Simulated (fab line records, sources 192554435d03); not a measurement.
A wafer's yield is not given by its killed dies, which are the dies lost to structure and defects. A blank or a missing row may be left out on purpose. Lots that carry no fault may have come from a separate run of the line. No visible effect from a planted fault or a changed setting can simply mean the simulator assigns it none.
Matching of chambers	flow n5 finfet	pecvd-03 running N5_BEOL_M10_DEP_56: 3 sister chambers
The step deposits SiCN from 3MS/NH3, target thk 15 nm, time 26.5 s. 6 wafers are shown with their chamber, then 8 later ones without.

## EACH WAFER AND ITS CHAMBER
wafer	chamber	showerhead plenum p Torr (Torr)	throttle valve pct (%)
L724.6	0	3.665	9.2
L733.5	0	3.672	9.0
L736.2	1	3.677	9.4
L736.3	2	3.635	8.4
L736.6	2	3.637	7.9
L740.1	1	3.687	9.2

## WAFERS WITH NO CHAMBER GIVEN
wafer	showerhead plenum p Torr (Torr)	throttle valve pct (%)
L740.5	3.681	9.3
L740.6	3.640	8.0
L741.1	3.669	9.3
L741.3	3.672	9.2
L741.4	3.678	9.1
L743.2	3.638	8.2
L743.4	3.680	9.4
L743.5	3.662	9.3

## WHICH CHAMBER EACH ONE RAN IN
wafer	from the rows above	in truth
L740.5	1	1
L740.6	2	2
L741.1	can't be placed: 0 or 1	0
L741.3	can't be placed: 0 or 1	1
L741.4	can't be placed: 1 or 0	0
L743.2	2	2
L743.4	1	1
L743.5	0	0
5 of 8 placed correctly. Cannot be placed on the basis of these rows: 3; the candidates contain the true chamber in 3. Placed wrongly: 0.
How it was worked out, from the rows above alone: a wafer's distance from a chamber is the root of the sum, over the readings, of the square of ((its reading less the chamber's mean) divided by the reading's scatter). If the next closest chamber is less than 2 further off than the closest, the wafer can't be placed; otherwise it belongs to the closest. A chamber's mean is the mean of its shown wafers. The scatter: take each reading less its chamber's mean, square it, sum over the shown wafers, divide by the number of wafers less the number of chambers, and take the root.
